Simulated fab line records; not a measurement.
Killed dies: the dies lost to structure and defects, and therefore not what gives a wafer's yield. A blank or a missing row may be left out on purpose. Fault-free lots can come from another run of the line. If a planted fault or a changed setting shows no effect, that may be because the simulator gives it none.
A struck lot beside a sound one    flow n5_finfet    16 steps out of a route of 1938
Sound: wafers L957.1, L957.5, L957.6. Wafers L970.1, L970.5, L970.6 were the ones struck. Last of all comes the cause.
Per side, at each step with rows, come the tool, then ch with its chambers, and then its first start. Under that, the readings that differ: sound wafers    struck wafers    difference of the means    sigmas: that difference in standard deviations of wafers without a fault.
alike: same words and numbers on both sides, and readings whose means sit less than 2 such deviations apart. not compared: any withheld reading, any reading some wafer has no value for, any bound like >300 that may hide the same value, and any number with overlapping values for which the record gives no deviation.
A row with sigmas, a row that says differs or no value, or rows on one side alone: a step with any of these is where the two part. Numbers that don't overlap but have no deviation are shown without sigmas and don't part them. A reading that every wafer of one side lacks parts them only if that side has two wafers or more.

N5_BEOL_M4_ALD_98: deposits SiO2, target thk 2.5 nm, pulse time 1 s, co reactant pulse time 1 s.
  sound on ald_sin-04 ch 0,2,3, day 9 05:38; struck on ald_sin-03 ch 1,2, day 12 10:08
  alike: heater_power_w, precursor_pulse_height_rel
then, 4 steps without rows for these wafers: N5_BEOL_M4_ETCHBACK_99 (etches SiO2 in CHF3, target depth 5 nm, time 10.4 s); N5_BEOL_M4_ETCH_70 (etches SOC in N2/H2, target depth 80 nm, overetch 24 nm, time 130 s); N5_BEOL_M4_STRIP_71 (strips in N2/H2); N5_BEOL_M4_STRIP_78 (strips in N2/H2).
N5_BEOL_M4_VIA_ETCH_34: etches the open film in C4F6/O2, target depth 69.4 nm, time 65.9 s.
  sound on rie_diel-01 ch 0,3, day 9 09:32; struck on rie_diel-03 ch 0,3, day 12 11:20
  alike: bias_w, drypump_motor_current_A, oes_product_au, rf_vpp_V, showerhead_plenum_p_Torr, throttle_valve_pct
  not compared: rf_hours_counter_h
then, 1 step without rows for these wafers: N5_BEOL_M4_STRIP_83 (strips in C4F6/O2).
N5_BEOL_M4_STRIP_36: strips in N2/H2.
  sound on rie_diel-01 ch 0,3, day 9 09:35; struck on rie_diel-03 ch 0,3, day 12 11:23
  alike: drypump_motor_current_A, h2_flow_sccm, n2_flow_sccm, oes_product_au, rf_vpp_V, showerhead_plenum_p_Torr, temp_c, throttle_valve_pct
  not compared: rf_hours_counter_h
N5_BEOL_M4_TRENCH_ETCH_37: etches SiOC in C4F6/O2, target depth 55.555 nm, time 29.2 s.
  sound: rie_diel-01 ch 0,3; struck: rie_diel-03 ch 0,3
  alike: bias_w, drypump_motor_current_A, oes_product_au, rf_vpp_V, showerhead_plenum_p_Torr, throttle_valve_pct
  not compared: rf_hours_counter_h
N5_BEOL_M4_ETCH_41: etches SiCN in CH3F/O2, target depth 29.9 nm, time 52.5 s.
  sound: rie_diel-01 ch 0,3; struck: rie_diel-03 ch 0,3
  alike: CH3F_flow_sccm, bias_w, drypump_motor_current_A, oes_product_au, rf_vpp_V, showerhead_plenum_p_Torr, throttle_valve_pct
  not compared: rf_hours_counter_h
then, 1 step without rows for these wafers: N5_BEOL_M4_STRIP_97 (strips in N2/H2, time 10 s).
N5_BEOL_M4_OCD_MEAS_38:
  struck on ocd-01, day 12 11:35; sound on ocd-02, day 9 09:47
  alike: trench_depth_nm
N5_BEOL_M4_HM_STRIP_39: strips TiN in peroxide tin strip, target depth 25 nm, time 158 s.
  sound on wet_bench-04 ch 0,2,7, day 9 09:49; struck on wet_bench-04 ch 0,5,6, day 12 11:37
reading           sound              struck             difference  sigmas
run_length_s (s)  163.4 164.2 163.8  113.7 114.0 115.1  -49.5       -22
  alike: temp_c
then, 1 step without rows for these wafers: N5_BEOL_M4_SRD_40 (time 30 s).
N5_BEOL_M4_RC_MEAS_101:
  sound on prober-02 ch 0, day 9 14:19; struck on prober-01 ch 0, day 12 16:02
reading        sound           struck          difference  sigmas
ION_P (uA/um)  463 463 448     479 477 472     +18         +2
SS_N (mV/dec)  71.1 70.7 70.3  71.4 71.7 72.9  +1.3        +2
VT_P (mV)      -250 -252 -253  -244 -245 -245  +7          +2
  alike: DIBL_N, DIBL_P, IOFF_N, IOFF_P, ION_N, SS_P, VT_N
then, 1 step without rows for these wafers: N5_PASSIVATION_PROBE_49.

WHERE THEY PART
First at N5_BEOL_M4_HM_STRIP_39; last, within this record, at N5_BEOL_M4_RC_MEAS_101.

WHY: the cause the simulator had injected
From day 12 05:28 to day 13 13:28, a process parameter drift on wet_bench-04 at N5_BEOL_M4_HM_STRIP_39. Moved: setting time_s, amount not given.
